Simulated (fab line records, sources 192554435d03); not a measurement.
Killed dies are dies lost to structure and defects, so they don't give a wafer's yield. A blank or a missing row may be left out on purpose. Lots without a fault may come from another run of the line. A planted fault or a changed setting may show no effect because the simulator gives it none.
Which tool did it? | flow n5_finfet | 21 lots, 63 wafers sampled, at 6 steps of a route of 1938

WHAT THE GAUGES READ, wafer by wafer
N5_FIN_SAQP_OCD_MEAS_76. Usual: trench_depth_nm 118.4 nm, standard deviation 2.6.
lot  | measured    | on     | trench_depth_nm (nm) | flag
L074 | day 2 02:38 | ocd-02 | 120.9 121.9 116.6    |
L075 | day 2 10:01 | ocd-02 | 122.4 118.5 117.1    |
L076 | day 2 15:01 | ocd-02 | 119.3 116.3 119.9    |
L077 | day 2 20:31 | ocd-01 | 124.1 118.4 123.2    |
L078 | day 3 02:34 | ocd-02 | 115.9 116.9 114.6    |
L079 | day 3 09:20 | ocd-01 | 122.8 117.0 123.2    |
L080 | day 3 15:31 | ocd-02 | 119.5 114.7 115.5    |
L081 | day 3 23:18 | ocd-02 | 115.9 118.5 114.9    |
L082 | day 4 03:41 | ocd-01 | 122.1 118.4 121.3    |
L083 | day 4 09:15 | ocd-02 | 121.4 118.8 118.7    |
L084 | day 4 15:05 | ocd-01 | 115.5 114.8 119.2    |
L086 | day 5 04:44 | ocd-02 | 120.5 116.9 115.2    |
L087 | day 5 09:37 | ocd-02 | 119.6 116.3 120.9    |
L088 | day 5 15:40 | ocd-02 | 113.8 116.4 114.1    |
L089 | day 5 21:58 | ocd-02 | 114.9 114.5 117.7    |
L090 | day 6 02:47 | ocd-02 | 117.4 123.3 118.0    |
L091 | day 6 08:44 | ocd-02 | 118.1 121.3 116.4    |
L092 | day 6 15:16 | ocd-02 | 117.1 116.8 114.0    |
L093 | day 6 20:49 | ocd-02 | 121.8 122.8 116.1    |
L096 | day 7 14:47 | ocd-02 | 115.3 115.6 115.5    |
L097 | day 7 20:24 | ocd-02 | 119.4 121.6 119.6    |

WHICH TOOL RAN EACH LOT (tool, then ch and the chambers of the sampled wafers, then the start)
lot  | N5_WELL_APT_DESCUM_13             | N5_FIN_SAQP_PECVD_06           | N5_FIN_SAQP_ETCH_52               | N5_FIN_SAQP_STRIP_55              | N5_FIN_SAQP_MANDREL2_REMOVE_60
L074 | rie_diel-06 ch 1,3, day 1 13:52   | pecvd-01 ch 0,2, day 1 21:30   | rie_diel-05 ch 0,1,3, day 1 22:19 | rie_diel-05 ch 0,2,3, day 1 22:37 | rie_si-04 ch 1,2,3, day 2 01:59
L075 | rie_diel-06 ch 0,2,3, day 1 19:51 | pecvd-02 ch 0,1,2, day 2 03:01 | rie_diel-06 ch 1,2,3, day 2 03:48 | rie_diel-05 ch 0,1,2, day 2 04:05 | rie_si-04 ch 2,3, day 2 09:22
L076 | rie_diel-05 ch 1,2,3, day 2 02:19 | pecvd-01 ch 1, day 2 09:59     | rie_diel-05 ch 1,2,3, day 2 10:50 | rie_diel-05 ch 1,2,3, day 2 11:08 | rie_si-04 ch 0,1,2, day 2 14:20
L077 | rie_diel-06 ch 1,2, day 2 07:40   | pecvd-04 ch 0,1, day 2 15:23   | rie_diel-06 ch 0,1, day 2 16:12   | rie_diel-06 ch 0,2,3, day 2 16:29 | rie_si-03 ch 0,1,2, day 2 19:51
L078 | rie_diel-06 ch 0,3, day 2 13:44   | pecvd-04 ch 0,1, day 2 21:22   | rie_diel-06 ch 0,3, day 2 22:22   | rie_diel-03 ch 0,1,2, day 2 22:47 | rie_si-03 ch 1,2, day 3 01:52
L079 | rie_diel-06 ch 0,1,3, day 2 19:46 | pecvd-01 ch 0,1,2, day 3 04:20 | rie_diel-03 ch 0,2,3, day 3 05:16 | rie_diel-03 ch 0,2,3, day 3 05:34 | rie_si-03 ch 1,2, day 3 08:40
L080 | rie_diel-03 ch 1,2, day 3 01:55   | pecvd-02 ch 0,1,2, day 3 10:40 | rie_diel-06 ch 1,2,3, day 3 11:25 | rie_diel-06 ch 1,3, day 3 11:43   | rie_si-04 ch 2,3, day 3 14:51
L081 | rie_diel-06 ch 0,3, day 3 09:22   | pecvd-04 ch 0,2, day 3 17:11   | rie_diel-06 ch 0,3, day 3 17:57   | rie_diel-06 ch 1,2,3, day 3 18:15 | rie_si-04 ch 2,3, day 3 22:19
L082 | rie_diel-05 ch 0,3, day 3 13:59   | pecvd-04 ch 0,1, day 3 22:43   | rie_diel-05 ch 0,2,3, day 3 23:30 | rie_diel-06 ch 0,1,3, day 3 23:47 | rie_si-05 ch 2,3, day 4 02:51
L083 | rie_diel-06 ch 0,1,2, day 3 19:52 | pecvd-02 ch 0,1, day 4 03:59   | rie_diel-03 ch 0,1,2, day 4 04:44 | rie_diel-05 ch 0,3, day 4 05:05   | rie_si-05 ch 0,1,3, day 4 08:29
L084 | rie_diel-05 ch 0,2,3, day 4 02:12 | pecvd-02 ch 0,1,2, day 4 09:59 | rie_diel-03 ch 0,2,3, day 4 10:44 | rie_diel-06 ch 0,2,3, day 4 11:02 | rie_si-03 ch 0,2,3, day 4 14:25
L086 | rie_diel-06 ch 0,2,3, day 4 13:58 | pecvd-04 ch 1,2, day 4 23:31   | rie_diel-05 ch 0,1,2, day 5 00:17 | rie_diel-06 ch 1,2, day 5 00:35   | rie_si-04 ch 0,1,2, day 5 04:04
L087 | rie_diel-06 ch 0,1, day 4 20:01   | pecvd-01 ch 0,1, day 5 04:13   | rie_diel-05 ch 0,3, day 5 05:04   | rie_diel-06 ch 0,1,2, day 5 05:32 | rie_si-03 ch 1,2, day 5 08:44
L088 | rie_diel-03 ch 0,2, day 5 01:57   | pecvd-02 ch 0,1, day 5 10:34   | rie_diel-05 ch 1,2, day 5 11:20   | rie_diel-03 ch 1,2, day 5 11:37   | rie_si-03 ch 0,2, day 5 15:00
L089 | rie_diel-06 ch 0,2, day 5 07:57   | pecvd-04 ch 1,2, day 5 16:21   | rie_diel-06 ch 1,2,3, day 5 17:28 | rie_diel-05 ch 2,3, day 5 17:55   | rie_si-03 ch 0,1,2, day 5 21:17
L090 | rie_diel-05 ch 0,2,3, day 5 14:04 | pecvd-01 ch 0,2, day 5 22:02   | rie_diel-03 ch 0,2,3, day 5 22:40 | rie_diel-03 ch 0,1,3, day 5 22:58 | rie_si-03 ch 0,2,3, day 6 02:07
L091 | rie_diel-05 ch 0,1,3, day 5 20:16 | pecvd-01 ch 0,1, day 6 04:01   | rie_diel-06 ch 2,3, day 6 04:38   | rie_diel-06 ch 1,2, day 6 04:56   | rie_si-03 ch 1,2,3, day 6 08:04
L092 | rie_diel-06 ch 0,2,3, day 6 01:53 | pecvd-02 ch 1,2, day 6 09:30   | rie_diel-05 ch 1,2, day 6 10:16   | rie_diel-03 ch 2,3, day 6 10:33   | rie_si-03 ch 1,2,3, day 6 14:16
L093 | rie_diel-05 ch 0,1,2, day 6 07:46 | pecvd-01 ch 0,1,2, day 6 15:25 | rie_diel-06 ch 1,2, day 6 16:11   | rie_diel-03 ch 0,3, day 6 16:32   | rie_si-04 ch 2,3, day 6 20:08
L096 | rie_diel-06 ch 1,3, day 7 01:56   | pecvd-02 ch 1,2, day 7 09:46   | rie_diel-05 ch 0,2,3, day 7 10:31 | rie_diel-05 ch 0,1,2, day 7 10:49 | rie_si-04 ch 1,2,3, day 7 14:06
L097 | rie_diel-05 ch 1,2, day 7 07:56   | pecvd-01 ch 0,1, day 7 15:31   | rie_diel-06 ch 0,1,3, day 7 16:17 | rie_diel-06 ch 0,1,3, day 7 16:40 | rie_si-04 ch 0,1,2, day 7 19:44
- N5_WELL_APT_DESCUM_13: chemistry O2, time 7.9 s.
- N5_FIN_SAQP_PECVD_06: deposits a-Si from SiH4/He, target thk 60 nm, time 48.1 s.
- N5_FIN_SAQP_ETCH_52: etches SOC in N2/H2, target depth 100 nm, overetch 20 nm, time 150 s.
- N5_FIN_SAQP_STRIP_55: strips in N2/H2.
- N5_FIN_SAQP_MANDREL2_REMOVE_60: chemistry HBr/Cl2/O2, target a-Si, stops on SiNx, bt time 10 s.

WHAT THE TOOLS THEMSELVES READ (means of the sampled wafers that have a number; where no wafer has one, the mark that the record gives instead)
N5_WELL_APT_DESCUM_13. Usual: drypump_motor_current_A 5.6 A, standard deviation 0.46; oes_product_au 0.75 a.u., standard deviation 0.064; rf_fwd_power_W 49.69 W, standard deviation 0.17; rf_vpp_V 242.9 V, standard deviation 1.3; showerhead_plenum_p_Torr 2.08 Torr, standard deviation 0.073; throttle_valve_pct 20.41 %, standard deviation 0.25.
lot  | tool        | drypump_motor_current_A (A) | oes_product_au (a.u.) | rf_fwd_power_W (W) | rf_vpp_V (V) | showerhead_plenum_p_Torr (Torr) | throttle_valve_pct (%) | flag
L074 | rie_diel-06 | 6.1                         | 0.77                  | 49.61              | 242.2        | 2.04                            | 20.17                  |
L075 | rie_diel-06 | 5.7                         | 0.73                  | 49.68              | 242.7        | 2.07                            | 20.45                  |
L076 | rie_diel-05 | 5.4                         | 0.75                  | 49.79              | 243.1        | 2.12                            | 20.36                  |
L077 | rie_diel-06 | 5.6                         | 0.74                  | 49.43              | 242.7        | 2.03                            | 20.29                  |
L078 | rie_diel-06 | 5.5                         | 0.74                  | 49.60              | 244.6        | 2.13                            | 20.55                  |
L079 | rie_diel-06 | 5.7                         | 0.77                  | 49.69              | 243.3        | 2.10                            | 20.33                  |
L080 | rie_diel-03 | 5.6                         | 0.71                  | 49.68              | 243.8        | 2.13                            | 20.75                  |
L081 | rie_diel-06 | 5.5                         | 0.74                  | 49.56              | 242.7        | 2.13                            | 20.58                  |
L082 | rie_diel-05 | 5.4                         | 0.71                  | 49.78              | 242.1        | 2.07                            | 20.61                  |
L083 | rie_diel-06 | 5.4                         | 0.75                  | 49.58              | 242.8        | 2.09                            | 20.41                  |
L084 | rie_diel-05 | 5.5                         | 0.73                  | 49.91              | 243.2        | 2.11                            | 20.40                  |
L086 | rie_diel-06 | 5.7                         | 0.72                  | 49.37              | 242.7        | 2.06                            | 20.48                  |
L087 | rie_diel-06 | 5.3                         | 0.76                  | 49.50              | 244.4        | 2.13                            | 20.29                  |
L088 | rie_diel-03 | 6.1                         | 0.82                  | 49.74              | 241.5        | 2.04                            | 20.49                  |
L089 | rie_diel-06 | 5.5                         | 0.70                  | 49.66              | 242.2        | 2.05                            | 20.54                  |
L090 | rie_diel-05 | 5.5                         | 0.73                  | 49.80              | 243.0        | 2.10                            | 20.42                  |
L091 | rie_diel-05 | 5.3                         | 0.72                  | 49.67              | 243.7        | 2.07                            | 20.53                  |
L092 | rie_diel-06 | 5.7                         | 0.71                  | 49.56              | 242.8        | 2.05                            | 20.49                  |
L093 | rie_diel-05 | 5.5                         | 0.75                  | 49.75              | 243.6        | 2.11                            | 20.32                  |
L096 | rie_diel-06 | 6.1                         | 0.74                  | 49.77              | 242.1        | 2.02                            | 20.24                  |
L097 | rie_diel-05 | 5.3                         | 0.73                  | 49.75              | 242.9        | 2.11                            | 20.31                  |

N5_FIN_SAQP_PECVD_06. Usual: heater_power_w 838 W, standard deviation 77; rf_fwd_power_W 99.2 W, standard deviation 0.37; showerhead_plenum_p_Torr 5.67 Torr, standard deviation 0.044; showerhead_vpp_V 608 V, standard deviation 24; throttle_valve_pct 18.2 %, standard deviation 1.
lot  | tool     | heater_power_w (W) | rf_fwd_power_W (W) | showerhead_plenum_p_Torr (Torr) | showerhead_vpp_V (V) | throttle_valve_pct (%) | flag
L074 | pecvd-01 | 825                | 99.4               | 5.69                            | 618                  | 18.2                   |
L075 | pecvd-02 | 842                | 99.2               | 5.68                            | 627                  | 18.5                   |
L076 | pecvd-01 | 875                | 99.3               | 5.71                            | 609                  | 18.2                   |
L077 | pecvd-04 | 747                | 98.9               | 5.62                            | 579                  | 18.4                   |
L078 | pecvd-04 | 773                | 99.2               | 5.62                            | 574                  | 18.4                   |
L079 | pecvd-01 | 808                | 99.7               | 5.67                            | 612                  | 18.0                   |
L080 | pecvd-02 | 819                | 99.5               | 5.68                            | 633                  | 18.6                   |
L081 | pecvd-04 | 860                | 99.3               | 5.67                            | 589                  | 17.1                   |
L082 | pecvd-04 | 801                | 99.4               | 5.64                            | 581                  | 19.1                   |
L083 | pecvd-02 | 835                | 99.1               | 5.68                            | 635                  | 19.1                   |
L084 | pecvd-02 | 850                | 99.1               | 5.68                            | 625                  | 18.3                   |
L086 | pecvd-04 | 861                | 99.1               | 5.69                            | 597                  | 18.7                   |
L087 | pecvd-01 | 906                | 99.2               | 5.67                            | 609                  | 18.1                   |
L088 | pecvd-02 | 899                | 99.2               | 5.66                            | 626                  | 18.9                   |
L089 | pecvd-04 | 844                | 99.0               | 5.72                            | 621                  | 17.3                   |
L090 | pecvd-01 | 819                | 100.0              | 5.69                            | 618                  | 18.1                   |
L091 | pecvd-01 | 849                | 98.8               | 5.68                            | 607                  | 18.0                   |
L092 | pecvd-02 | 776                | 99.2               | 5.69                            | 605                  | 17.9                   |
L093 | pecvd-01 | 863                | 99.3               | 5.68                            | 612                  | 18.1                   |
L096 | pecvd-02 | 839                | 99.3               | 5.68                            | 612                  | 17.8                   |
L097 | pecvd-01 | 762                | 99.3               | 5.66                            | 606                  | 17.7                   |

N5_FIN_SAQP_ETCH_52. Usual: drypump_motor_current_A 5.6 A, standard deviation 0.42; oes_product_au 0.68 a.u., standard deviation 0.06; rf_fwd_power_W 836.5 W, standard deviation 2.4; rf_vpp_V 523.5 V, standard deviation 2.2; showerhead_plenum_p_Torr 2.52 Torr, standard deviation 0.072; throttle_valve_pct 17.77 %, standard deviation 0.24.
lot  | tool        | drypump_motor_current_A (A) | oes_product_au (a.u.) | rf_fwd_power_W (W) | rf_vpp_V (V) | showerhead_plenum_p_Torr (Torr) | throttle_valve_pct (%) | flag
L074 | rie_diel-05 | 5.3                         | 0.67                  | 837.9              | 523.2        | 2.53                            | 17.91                  |
L075 | rie_diel-06 | 5.8                         | 0.68                  | 835.4              | 522.3        | 2.47                            | 17.58                  |
L076 | rie_diel-05 | 5.3                         | 0.67                  | 835.4              | 524.9        | 2.57                            | 17.80                  |
L077 | rie_diel-06 | 5.2                         | 0.68                  | 833.8              | 525.4        | 2.61                            | 17.74                  |
L078 | rie_diel-06 | 5.9                         | 0.67                  | 833.1              | 523.1        | 2.50                            | 17.76                  |
L079 | rie_diel-03 | 6.0                         | 0.69                  | 838.4              | 522.2        | 2.48                            | 17.84                  |
L080 | rie_diel-06 | 5.9                         | 0.68                  | 836.8              | 522.1        | 2.47                            | 17.60                  |
L081 | rie_diel-06 | 6.0                         | 0.67                  | 836.8              | 522.6        | 2.50                            | 17.78                  |
L082 | rie_diel-05 | 5.5                         | 0.66                  | 836.1              | 524.5        | 2.56                            | 17.78                  |
L083 | rie_diel-03 | 5.9                         | 0.68                  | 838.8              | 522.5        | 2.51                            | 17.93                  |
L084 | rie_diel-03 | 6.0                         | 0.77                  | 835.0              | 522.6        | 2.47                            | 17.73                  |
L086 | rie_diel-05 | 5.5                         | 0.67                  | 836.3              | 525.6        | 2.57                            | 17.69                  |
L087 | rie_diel-05 | 5.4                         | 0.63                  | 834.5              | 522.6        | 2.51                            | 18.06                  |
L088 | rie_diel-05 | 5.4                         | 0.67                  | 836.4              | 525.2        | 2.57                            | 17.73                  |
L089 | rie_diel-06 | 5.8                         | 0.66                  | 834.0              | 520.9        | 2.46                            | 17.63                  |
L090 | rie_diel-03 | 6.0                         | 0.75                  | 835.6              | 520.8        | 2.47                            | 17.74                  |
L091 | rie_diel-06 | 5.9                         | 0.63                  | 835.7              | 520.2        | 2.41                            | 17.79                  |
L092 | rie_diel-05 | 5.3                         | 0.66                  | 835.3              | 524.4        | 2.56                            | 17.75                  |
L093 | rie_diel-06 | 5.5                         | 0.67                  | 835.1              | 522.9        | 2.50                            | 17.54                  |
L096 | rie_diel-05 | 5.5                         | 0.72                  | 838.4              | 524.6        | 2.55                            | 17.72                  |
L097 | rie_diel-06 | 5.6                         | 0.66                  | 836.6              | 523.3        | 2.52                            | 17.73                  |

N5_FIN_SAQP_STRIP_55. Usual: drypump_motor_current_A 5.6 A, standard deviation 0.43; oes_product_au 0.75 a.u., standard deviation 0.069; rf_vpp_V 121.7 V, standard deviation 1.3; showerhead_plenum_p_Torr 3.33 Torr, standard deviation 0.096; throttle_valve_pct 18.8 %, standard deviation 0.38.
lot  | tool        | drypump_motor_current_A (A) | oes_product_au (a.u.) | rf_vpp_V (V) | showerhead_plenum_p_Torr (Torr) | throttle_valve_pct (%) | flag
L074 | rie_diel-05 | 5.5                         | 0.75                  | 120.2        | 3.39                            | 18.8                   |
L075 | rie_diel-05 | 5.5                         | 0.77                  | 122.1        | 3.40                            | 18.7                   |
L076 | rie_diel-05 | 5.4                         | 0.76                  | 121.5        | 3.39                            | 18.9                   |
L077 | rie_diel-06 | 5.8                         | 0.73                  | 122.1        | 3.30                            | 18.8                   |
L078 | rie_diel-03 | 5.9                         | 0.78                  | 121.0        | 3.33                            | 19.0                   |
L079 | rie_diel-03 | 6.0                         | 0.78                  | 121.6        | 3.28                            | 18.9                   |
L080 | rie_diel-06 | 5.7                         | 0.78                  | 121.8        | 3.32                            | 18.3                   |
L081 | rie_diel-06 | 5.8                         | 0.75                  | 122.2        | 3.26                            | 18.5                   |
L082 | rie_diel-06 | 5.7                         | 0.76                  | 122.9        | 3.35                            | 18.6                   |
L083 | rie_diel-05 | 5.5                         | 0.72                  | 120.9        | 3.34                            | 18.9                   |
L084 | rie_diel-06 | 5.7                         | 0.72                  | 121.7        | 3.29                            | 18.8                   |
L086 | rie_diel-06 | 5.5                         | 0.76                  | 121.4        | 3.31                            | 18.3                   |
L087 | rie_diel-06 | 5.4                         | 0.73                  | 121.8        | 3.34                            | 18.6                   |
L088 | rie_diel-03 | 5.6                         | 0.70                  | 122.6        | 3.38                            | 19.4                   |
L089 | rie_diel-05 | 5.5                         | 0.73                  | 122.1        | 3.42                            | 18.8                   |
L090 | rie_diel-03 | 5.7                         | 0.81                  | 121.1        | 3.33                            | 18.9                   |
L091 | rie_diel-06 | 5.6                         | 0.71                  | 121.1        | 3.25                            | 18.5                   |
L092 | rie_diel-03 | 5.8                         | 0.88                  | 121.0        | 3.28                            | 18.9                   |
L093 | rie_diel-03 | 5.8                         | 0.90                  | 121.3        | 3.28                            | 18.7                   |
L096 | rie_diel-05 | 5.5                         | 0.73                  | 122.6        | 3.38                            | 18.8                   |
L097 | rie_diel-06 | 5.7                         | 0.73                  | 122.1        | 3.34                            | 18.7                   |

N5_FIN_SAQP_MANDREL2_REMOVE_60. Usual: drypump_motor_current_A 5.8 A, standard deviation 0.38; he_backside_leak_sccm 3.0 sccm, standard deviation 0.39; oes_product_au 0.981 a.u., standard deviation 0.016; rf_fwd_power_W 597.4 W, standard deviation 1.9; throttle_valve_pct 36.58 %, standard deviation 0.2.
lot  | tool      | drypump_motor_current_A (A) | he_backside_leak_sccm (sccm) | oes_product_au (a.u.) | rf_fwd_power_W (W) | throttle_valve_pct (%) | flag
L074 | rie_si-04 | 5.9                         | 3.0                          | 0.984                 | 598.9              | 36.62                  |
L075 | rie_si-04 | 5.9                         | 3.0                          | 0.984                 | 597.9              | 36.74                  |
L076 | rie_si-04 | 5.8                         | 2.9                          | 0.983                 | 595.7              | 36.63                  |
L077 | rie_si-03 | 5.9                         | 3.2                          | 0.978                 | 597.5              | 36.63                  |
L078 | rie_si-03 | 5.9                         | 3.0                          | 0.976                 | 597.8              | 36.72                  |
L079 | rie_si-03 | 5.6                         | 3.0                          | 0.970                 | 598.4              | 36.67                  |
L080 | rie_si-04 | 5.7                         | 3.1                          | 0.978                 | 598.3              | 36.67                  |
L081 | rie_si-04 | 5.7                         | 3.0                          | 0.967                 | 598.5              | 36.68                  |
L082 | rie_si-05 | 6.0                         | 2.6                          | 1.004                 | 596.5              | 36.17                  |
L083 | rie_si-05 | 5.6                         | 2.8                          | 0.995                 | 597.1              | 36.35                  |
L084 | rie_si-03 | 5.9                         | 3.0                          | 0.984                 | 599.0              | 36.47                  |
L086 | rie_si-04 | 5.8                         | 3.0                          | 0.975                 | 597.5              | 36.62                  |
L087 | rie_si-03 | 5.9                         | 3.0                          | 0.968                 | 597.8              | 36.71                  |
L088 | rie_si-03 | 6.2                         | 3.0                          | 0.971                 | 597.7              | 36.68                  |
L089 | rie_si-03 | 5.9                         | 3.2                          | 0.971                 | 596.2              | 36.63                  |
L090 | rie_si-03 | 5.9                         | 2.9                          | 0.986                 | 595.9              | 36.47                  |
L091 | rie_si-03 | 5.6                         | 3.0                          | 0.984                 | 598.6              | 36.52                  |
L092 | rie_si-03 | 5.6                         | 3.0                          | 0.980                 | 596.1              | 36.51                  |
L093 | rie_si-04 | 5.7                         | 3.2                          | 0.968                 | 598.2              | 36.68                  |
L096 | rie_si-04 | 5.9                         | 2.9                          | 0.979                 | 597.7              | 36.62                  |
L097 | rie_si-04 | 5.8                         | 2.8                          | 0.969                 | 596.3              | 36.61                  |

THE ANSWER, worked out from the rows above alone
Rule: a lot is off if the mean of its wafers that have a number lies more than 3 standard deviations from the usual mean. A lot without any number at a reading at which 4 lots or more have one is off too. The other lots that the step has rows for count as sound. The gauges are gone through in route order, then the tools' own readings, and for those a lot's mean is taken as printed above. The first step at which some lot is off is used, and at that step the reading that is off furthest; a lot without a number counts as furthest.
No lot is off at any reading shown: from this, nothing can be told.

WHAT THE SIMULATOR HAD PUT IN
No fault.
